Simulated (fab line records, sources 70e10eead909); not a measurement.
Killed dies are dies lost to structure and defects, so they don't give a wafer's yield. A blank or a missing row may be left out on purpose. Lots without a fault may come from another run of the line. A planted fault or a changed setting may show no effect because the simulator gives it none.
Chamber matching | flow nand_harc | NHARC_A_STAIRCASE_CMP_450 on cmp-03: 4 sister chambers
The step polishes SiO2, target thk 200 nm. 4 wafers are shown with their chamber, then 8 later ones without.

WAFERS WITH THEIR CHAMBER
wafer  | chamber | motor_current_A (A)
L085.6 | 2       | 11.2
L086.1 | 0       | 10.6
L086.3 | 3       | 12.6
L090.4 | 1       | 11.1

WAFERS WITHOUT THEIR CHAMBER
wafer  | motor_current_A (A)
L090.5 | 12.7
L090.6 | 11.2
L087.1 | 11.0
L087.4 | 11.1
L087.6 | 11.1
L095.1 | 10.5
L095.2 | 12.6
L095.4 | 11.5

WHICH CHAMBER EACH WENT THROUGH
wafer  | from the rows above     | in truth
L090.5 | 3                       | 3
L090.6 | can't be placed: 2 or 1 | 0
L087.1 | can't be placed: 1 or 2 | 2
L087.4 | can't be placed: 1 or 2 | 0
L087.6 | can't be placed: 1 or 2 | 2
L095.1 | 0                       | 0
L095.2 | 3                       | 3
L095.4 | can't be placed: 2 or 1 | 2
Placed correctly: 3 of 8. Can't be placed from these rows: 5 (the true chamber is among the candidates in 3). Placed wrongly: 0.
How it was worked out, from the rows above alone: a wafer's distance from a chamber is the root of the sum, over the readings, of the square of ((its reading less the chamber's mean) divided by the reading's scatter). The wafer belongs to the nearest chamber; if the next one is less than 2 further off, it can't be placed. A chamber's mean is the mean of its shown wafers. The scatter: with one shown wafer a chamber, the root of the mean of the squares of how far each hidden wafer lies from its nearest shown one.
